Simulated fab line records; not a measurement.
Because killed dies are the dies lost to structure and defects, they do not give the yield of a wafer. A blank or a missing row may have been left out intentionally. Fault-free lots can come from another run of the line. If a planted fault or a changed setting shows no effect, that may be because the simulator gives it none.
Matching of chambers || flow n5-finfet || 3 sister chambers for N5_BEOL_M1_PECVD_72 on pecvd-01
The step deposits SiO2 from TEOS/O2, target thk 16 nm, time 18 s. 6 wafers are shown with their chamber, then 7 later ones without.

== WAFERS PAIRED WITH THEIR CHAMBERS ==
{"wafer": "L076.1", "chamber": 0, "throttle-valve-pct (%)": 23.4, "showerhead-plenum-p-Torr (Torr)": 8.76}
{"wafer": "L077.3", "chamber": 1, "throttle-valve-pct (%)": 22.4, "showerhead-plenum-p-Torr (Torr)": 8.87}
{"wafer": "L084.5", "chamber": 1, "throttle-valve-pct (%)": 22.5, "showerhead-plenum-p-Torr (Torr)": 8.87}
{"wafer": "L084.6", "chamber": 0, "throttle-valve-pct (%)": 23.8, "showerhead-plenum-p-Torr (Torr)": 8.76}
{"wafer": "L093.3", "chamber": 2, "throttle-valve-pct (%)": 20.5, "showerhead-plenum-p-Torr (Torr)": 8.75}
{"wafer": "L093.5", "chamber": 2, "throttle-valve-pct (%)": 20.4, "showerhead-plenum-p-Torr (Torr)": 8.76}

== WAFERS WITHOUT THEIR CHAMBER ==
{"wafer": "L093.6", "throttle-valve-pct (%)": 23.7, "showerhead-plenum-p-Torr (Torr)": 8.76}
{"wafer": "L095.1", "throttle-valve-pct (%)": 20.3, "showerhead-plenum-p-Torr (Torr)": 8.75}
{"wafer": "L095.2", "throttle-valve-pct (%)": 23.7, "showerhead-plenum-p-Torr (Torr)": 8.77}
{"wafer": "L095.4", "throttle-valve-pct (%)": 20.4, "showerhead-plenum-p-Torr (Torr)": 8.74}
{"wafer": "L096.4", "throttle-valve-pct (%)": 20.4, "showerhead-plenum-p-Torr (Torr)": 8.76}
{"wafer": "L096.5", "throttle-valve-pct (%)": 20.5, "showerhead-plenum-p-Torr (Torr)": 8.72}
{"wafer": "L096.6", "throttle-valve-pct (%)": 24.0, "showerhead-plenum-p-Torr (Torr)": 8.76}

== WHICH CHAMBER EACH WENT THROUGH ==
{"wafer": "L093.6", "from the rows above": 0, "in truth": 0}
{"wafer": "L095.1", "from the rows above": 2, "in truth": 2}
{"wafer": "L095.2", "from the rows above": 0, "in truth": 0}
{"wafer": "L095.4", "from the rows above": 2, "in truth": 2}
{"wafer": "L096.4", "from the rows above": 2, "in truth": 2}
{"wafer": "L096.5", "from the rows above": 2, "in truth": 2}
{"wafer": "L096.6", "from the rows above": 0, "in truth": 0}
Placed correctly: 7 of 7. Not placeable from these rows: 0. 0 placed wrongly.
How it was worked out, from the rows above alone: a wafer's distance from a chamber is the root of the sum, over the readings, of the square of ((its reading less the chamber's mean) divided by the reading's scatter). If the next closest chamber is less than 2 further off than the closest, the wafer can't be placed; otherwise it belongs to the closest. For every chamber, the mean is computed from those of its wafers that are shown. How the scatter is found: for the shown wafers, subtract from each reading the mean of its chamber, square and add these, divide the total by (wafers less chambers), then take the root.
